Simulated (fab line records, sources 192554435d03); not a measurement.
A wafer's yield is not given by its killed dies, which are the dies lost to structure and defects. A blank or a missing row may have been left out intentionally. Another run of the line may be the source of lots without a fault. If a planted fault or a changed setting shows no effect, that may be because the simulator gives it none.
Lot-split experiment / flow n5Finfet / 21 wafers read across 7 lots, on a route 1938 steps long

ON THE SPLIT
At N5_BEOL_M14_TRENCH_ETCH_34 (etches SiO2 in C4F8/O2/Ar, target depth 556.65 nm, time 126.9 s), the setting timeS was moved away from the recipe's 126.9 s on 7 of the 21 wafers read, by -16.8% to +17.7%. The other wafers ran this setting at the recipe's value.

FROM THE SPLIT TO THE READING: what the file shows between them, 10 steps
- N5_BEOL_M14_STRIP_70: strips in C4F8/O2/Ar
- N5_BEOL_M14_OCD_MEAS_35
- N5_BEOL_M14_STRIP_37: strips in O2
- N5_BEOL_M14_ETCH_38: etches SiCN in CF4/N2, target depth 106.5 nm, time 120.6 s
- N5_BEOL_M14_ECD_47: material Cu, target thk 1248 nm
- N5_BEOL_M14_ANNEAL_48: time 90 s
- N5_BEOL_M14_CMP_49: polishes, stops on SiO2, t overpolish 5.2 s, target thk 560 nm
- N5_BEOL_M14_THK_MEAS_50: measures by xrf
- N5_BEOL_M14_PRE_CLEAN_52: time 15 s
- N5_BEOL_M14_DEP_53: deposits SiCN from 3MS/NH3, target thk 50 nm, time 17.8 s

THE READING
M14_RS in ohm/sq, measured at N5_BEOL_M14_RS_MEAS_54 by four-point-probe. A value of 0.0335 ohm/sq with a standard deviation of 0.00058 ohm/sq is what fault-free wafers of this fab line usually give.

wafer=L075.3; tool, chamber at the split=rieDiel-04, 3; timeS as run, s=126.9; against the recipe=recipe; M14_RS, ohm/sq=0.0336; against lot-mates on the recipe=-
wafer=L075.4; tool, chamber at the split=rieDiel-04, 0; timeS as run, s=115.3; against the recipe=-9.1%; M14_RS, ohm/sq=0.0365; against lot-mates on the recipe=+0.0029
wafer=L075.5; tool, chamber at the split=rieDiel-04, 3; timeS as run, s=115.3; against the recipe=-9.1%; M14_RS, ohm/sq=0.0372; against lot-mates on the recipe=+0.0036
wafer=L076.2; tool, chamber at the split=rieDiel-02, 0; timeS as run, s=126.9; against the recipe=recipe; M14_RS, ohm/sq=0.0343; against lot-mates on the recipe=-
wafer=L076.3; tool, chamber at the split=rieDiel-02, 1; timeS as run, s=126.9; against the recipe=recipe; M14_RS, ohm/sq=0.0335; against lot-mates on the recipe=-
wafer=L076.6; tool, chamber at the split=rieDiel-02, 0; timeS as run, s=126.9; against the recipe=recipe; M14_RS, ohm/sq=0.0340; against lot-mates on the recipe=-
wafer=L085.2; tool, chamber at the split=rieDiel-02, 3; timeS as run, s=108.4; against the recipe=-14.6%; M14_RS, ohm/sq=0.0395; against lot-mates on the recipe=+0.0057
wafer=L085.3; tool, chamber at the split=rieDiel-02, 0; timeS as run, s=126.9; against the recipe=recipe; M14_RS, ohm/sq=0.0348; against lot-mates on the recipe=-
wafer=L085.5; tool, chamber at the split=rieDiel-02, 2; timeS as run, s=126.9; against the recipe=recipe; M14_RS, ohm/sq=0.0328; against lot-mates on the recipe=-
wafer=L087.1; tool, chamber at the split=rieDiel-04, 3; timeS as run, s=126.9; against the recipe=recipe; M14_RS, ohm/sq=0.0339; against lot-mates on the recipe=-
wafer=L087.2; tool, chamber at the split=rieDiel-04, 0; timeS as run, s=126.9; against the recipe=recipe; M14_RS, ohm/sq=0.0331; against lot-mates on the recipe=-
wafer=L087.4; tool, chamber at the split=rieDiel-04, 1; timeS as run, s=126.9; against the recipe=recipe; M14_RS, ohm/sq=0.0336; against lot-mates on the recipe=-
wafer=L086.3; tool, chamber at the split=rieDiel-01, 2; timeS as run, s=149.4; against the recipe=+17.7%; M14_RS, ohm/sq=0.0289; against lot-mates on the recipe=-0.0039
wafer=L086.4; tool, chamber at the split=rieDiel-01, 1; timeS as run, s=149.4; against the recipe=+17.7%; M14_RS, ohm/sq=0.0277; against lot-mates on the recipe=-0.0051
wafer=L086.6; tool, chamber at the split=rieDiel-01, 0; timeS as run, s=126.9; against the recipe=recipe; M14_RS, ohm/sq=0.0328; against lot-mates on the recipe=-
wafer=L090.2; tool, chamber at the split=rieDiel-02, 1; timeS as run, s=126.9; against the recipe=recipe; M14_RS, ohm/sq=0.0342; against lot-mates on the recipe=-
wafer=L090.4; tool, chamber at the split=rieDiel-02, 1; timeS as run, s=126.9; against the recipe=recipe; M14_RS, ohm/sq=0.0341; against lot-mates on the recipe=-
wafer=L090.5; tool, chamber at the split=rieDiel-02, 3; timeS as run, s=140.7; against the recipe=+10.9%; M14_RS, ohm/sq=0.0305; against lot-mates on the recipe=-0.0037
wafer=L096.1; tool, chamber at the split=rieDiel-01, 0; timeS as run, s=126.9; against the recipe=recipe; M14_RS, ohm/sq=0.0325; against lot-mates on the recipe=-
wafer=L096.2; tool, chamber at the split=rieDiel-01, 3; timeS as run, s=105.6; against the recipe=-16.8%; M14_RS, ohm/sq=0.0413; against lot-mates on the recipe=+0.0081
wafer=L096.3; tool, chamber at the split=rieDiel-01, 2; timeS as run, s=126.9; against the recipe=recipe; M14_RS, ohm/sq=0.0340; against lot-mates on the recipe=-

FIT RESULTS
A straight line over all 21 wafers: M14_RS changes by -0.000352 ohm/sq for each +1% of timeS; r = -0.97; the points scatter about the line by 0.00076 ohm/sq.
The same after taking each lot's own level away (the mean of its wafers on the recipe; 21 wafers): -0.000338 ohm/sq for each +1%; r = -0.96; scatter 0.00084 ohm/sq.
On that fit, the largest move of timeS shifts the reading by 0.006 ohm/sq.
From 0.03280 to 0.03415 ohm/sq: that is the span of the lots' own levels, equal to 2.3 times the standard deviation above.
So the lot-to-lot level changes the slope little: the two slopes agree.
Check: for one of the wafers moved furthest among these (+17.7%), held out of the fit, the line's prediction against its lot-mates is -0.00636 ohm/sq. Against them it came out at -0.0039 ohm/sq.

OTHER SPLITS APPLIED TO THESE WAFERS
Other splits were also applied to these wafers ahead of the reading. Each is held against what the fit with the lots' levels taken away leaves over:
other split on the same wafers=N5_BEOL_M13_ETCH_59 biasW; wafers away from the commonest value=9; r with M14_RS (lot level and that fit taken away)=-0.39
other split on the same wafers=N5_BEOL_M14_ETCH_68 timeS; wafers away from the commonest value=9; r with M14_RS (lot level and that fit taken away)=-0.15

THE WHOLE CHAIN: every reading that the file lists as answering this split, in the file's order
step=N5_BEOL_M14_TRENCH_ETCH_34; what it does=etches SiO2 in C4F8/O2/Ar, target depth 556.65 nm, time 126.9 s; reading=etch.depthNm (the simulator's own value, which no gauge read); change (the file's fit)=+5.58 nm for each +1% of the setting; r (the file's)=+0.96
step=N5_BEOL_M14_OCD_MEAS_35; what it does=; reading=trenchDepthNm; change (the file's fit)=+5.58 nm for each +1% of the setting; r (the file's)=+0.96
step=N5_BEOL_M14_CMP_49; what it does=polishes, stops on SiO2, t overpolish 5.2 s, target thk 560 nm; reading=Cu_of_BEOL_M14_ECD_47.thkNm (the simulator's own value, which no gauge read); change (the file's fit)=+5.58 nm for each +1% of the setting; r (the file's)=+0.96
step=N5_BEOL_M14_THK_MEAS_50; what it does=measures by xrf; reading=M14_THK; change (the file's fit)=+5.53 for each +1% of the setting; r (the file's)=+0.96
step=N5_BEOL_M14_RS_MEAS_54; what it does=measures by four-point-probe; reading=M14_RS; change (the file's fit)=-0.000363 for each +1% of the setting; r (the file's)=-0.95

THE FILE'S OWN FIT
M14_RS changes by -0.000363 ohm/sq for each +1% of timeS, r = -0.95.
